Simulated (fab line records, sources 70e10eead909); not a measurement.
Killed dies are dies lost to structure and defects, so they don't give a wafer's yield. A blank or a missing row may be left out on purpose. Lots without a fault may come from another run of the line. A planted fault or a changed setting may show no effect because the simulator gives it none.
Problem report in the 8D (eight disciplines) form, filled by code | flow nand_harc | the parts of the form that need people (team, actions taken, sign-off) are left out

1. THE PROBLEM
overlay_x_nm at NHARC_P_M0_OVL_MEAS_10 reads a mean of 14.5 nm on 9 wafers of 3 lots; wafers without a fault read -0.2 nm with a standard deviation of 0.69. That is +21 standard deviations from the usual mean.
The step: pitch 180 nm.
First seen on wafer L332.1, day 10 13:56, on overlay-02. The record holds 36 wafers of 12 lots with a number at this step. Rule for "out", or "out of limits": more than 4 standard deviations from the usual mean. The other wafers with a number count as sound.

2. WHAT IT IS AND WHAT IT IS NOT
question                    | is                     | is not
which readings at this step | overlay_x_nm           | -
which lots                  | L332, L333, L335       | L322, L323, L324, L327, L338, L339, L340, L342, L344
which wafers of those lots  | all that have a number | -
read on which gauges        | overlay-02             | overlay-01
when                        | from day 10 13:56      | up to then (12 sound wafers); but 15 sound wafers of L338, L339, L340, L342, L344 came after

3. SUSPECTS, AND WHAT RULES EACH OUT
Counting: a tool at a process step up to the reading stays a suspect if it ran every lot that is out and no sound lot after the first of them.
- the gauge at NHARC_P_M0_OVL_MEAS_10: kept. All the wafers that are out were read on overlay-02, and no step on other tools shows them out.
- arfi_scanner-02 at NHARC_P_M0_EXPOSE_06 (exposes mask P M0, target cd 90 nm): kept. It ran every lot that is out, first L332 (day 10 13:43), and no sound lot after that; its last sound lot up to then is L324 (day 6 18:41).
Left after counting: arfi_scanner-02 at NHARC_P_M0_EXPOSE_06, overlay-02 at NHARC_P_M0_OVL_MEAS_10.

4. THE CAUSE (what the simulator had put in)
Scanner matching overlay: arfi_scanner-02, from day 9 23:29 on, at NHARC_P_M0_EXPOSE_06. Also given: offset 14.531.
Counting left 2 suspects, and this tool is among them.

5. THE CHAIN OF EFFECTS, in route order
Each row: a reading whose mean over the struck wafers that have a number lies more than 3 standard deviations from the usual. Only readings for which the record gives a usual standard deviation are gone through. hours: the time from each lot's start at the first step in this table that gives one to its start at this step, as a median over the lots. sigmas: the change in usual standard deviations.
hours | step                   | reading      | usual   | on struck wafers | change | sigmas
0     | NHARC_P_M0_OVL_MEAS_10 | overlay_x_nm | -0.2 nm | 14.5             | +14.7  | +21

6. WHAT WOULD HAVE CAUGHT IT SOONER
In this record the first reading out of limits at a measuring or inspecting step was taken at day 10 13:56, 14 hours after the fault began at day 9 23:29.
Of the lots that are out (3), L333, L335 began NHARC_P_M0_EXPOSE_06 on arfi_scanner-02 after day 10 13:56. A hold on the tool at that time would have spared those 2.
